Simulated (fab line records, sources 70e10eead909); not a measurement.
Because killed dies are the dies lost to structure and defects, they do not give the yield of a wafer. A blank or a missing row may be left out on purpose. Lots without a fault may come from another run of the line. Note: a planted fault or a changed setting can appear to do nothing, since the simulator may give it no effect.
Struck lot and sound lot, side by side | flow nandHarc | 14 steps out of a route of 1302
Sound: these wafers, L753.2, L753.5, L753.6. Wafers struck: L746.1, L746.2, L746.3. The cause is given at the end.
For every step that has rows: the tool of each side, followed by ch and its chambers, followed by its first start. Under that, the readings that differ: sound wafers | struck wafers | difference of the means | sigmas: that difference in standard deviations of wafers without a fault.
alike: same words and numbers on both sides, and readings whose means sit less than 2 such deviations apart. not compared: any withheld reading, any reading some wafer has no value for, any bound like >300 that may hide the same value, and any number with overlapping values for which the record gives no deviation.
A row with sigmas, a row that says differs or no value, or rows on one side alone: a step with any of these is where the two part. Numbers that have no deviation but don't overlap get no sigmas and don't part them. Lack of a reading on every wafer of one side parts them only where that side has two or more wafers.

first, 1 step without rows for these wafers: NHARC_A_SLIT_STRIP_28 (strips in O2/COS).
NHARC_A_SLIT_ETCH_29: etches the open film in CF4/O2, target depth 100 nm, overetch 10 nm, time 55 s.
  sound on rieDiel-06 ch 1,2, day 26 20:08; struck on rieDiel-08 ch 0,1,3, day 24 14:12
  alike: drypumpMotorCurrentA, oes_ar_750_au, oesProductAu, rfVppV, showerheadPlenumPTorr, throttleValvePct
  not compared: rfHoursCounterH
NHARC_A_SLIT_STRIP_18: strips in O2.
  sound: rieDiel-06 ch 0,2,3; struck: rieDiel-08 ch 0,2,3
  alike: drypumpMotorCurrentA, oesProductAu, rfVppV, showerheadPlenumPTorr, throttleValvePct
  not compared: rfHoursCounterH
then, 2 steps without rows for these wafers: NHARC_A_SLIT_PRECLEAN_19 (cleans in SC1); NHARC_A_SLIT_SRD_20.
NHARC_A_SLIT_CD_MEAS_21:
  sound on cdSem-03, day 26 20:40; struck on cdSem-01, day 24 14:44
reading   | sound             | struck            | difference | sigmas
cdNm (nm) | 288.4 289.3 288.6 | 291.5 290.6 289.6 | +1.8       | +2
then, 3 steps without rows for these wafers: NHARC_A_SIN_REMOVE_WET_00 (chemistry H3PO4, time 15300 s); NHARC_A_SIN_REMOVE_PRECLEAN_01 (cleans in SC1); NHARC_A_SIN_REMOVE_SRD_02.
NHARC_A_SIN_REMOVE_INSPECT_04:
  sound on defectInspect-01, day 27 03:16; struck on defectInspect-01, day 24 21:19
  alike: rawDefectCount
NHARC_A_WL_FILL_ALD_00: deposits Al2O3, target thk 3 nm, pulse time 3 s, ald cycles 30.
  sound on aldHk-01 ch 0,1,2, day 27 03:23; struck on aldHk-02 ch 0,2,3, day 24 21:23
  alike: heaterPowerW, precursorPulseHeightRel
NHARC_A_WL_FILL_RTA_01: time 5 s.
  sound on rtpAnneal-02 ch 0, day 27 03:38; struck on rtpAnneal-01 ch 0, day 24 21:39
reading          | sound                | struck            | difference | sigmas
lampPowerPct (%) | 34 34 34             | 24 24 24          | -10        | -3
wafer_temp_C_max | 1003.4 1004.7 1003.4 | 964.3 967.5 965.2 | -38.2      | -15
NHARC_A_WL_FILL_ALD_02: deposits TiN, target thk 2 nm, pulse time 3 s, ald cycles 100.
  sound on aldMetal-02 ch 0,3, day 27 03:49; struck on aldMetal-02 ch 0,1,3, day 24 21:52
  alike: heaterPowerW, precursorPulseHeightRel
next, for these wafers, 1 step has no rows: NHARC_END_SORT_01.

WHERE THEY PART
First at NHARC_A_SLIT_CD_MEAS_21; last, within this record, at NHARC_A_WL_FILL_RTA_01. Later steps at which nothing parts them and some readings are alike: NHARC_A_WL_FILL_ALD_02.

WHY: what the simulator had put in
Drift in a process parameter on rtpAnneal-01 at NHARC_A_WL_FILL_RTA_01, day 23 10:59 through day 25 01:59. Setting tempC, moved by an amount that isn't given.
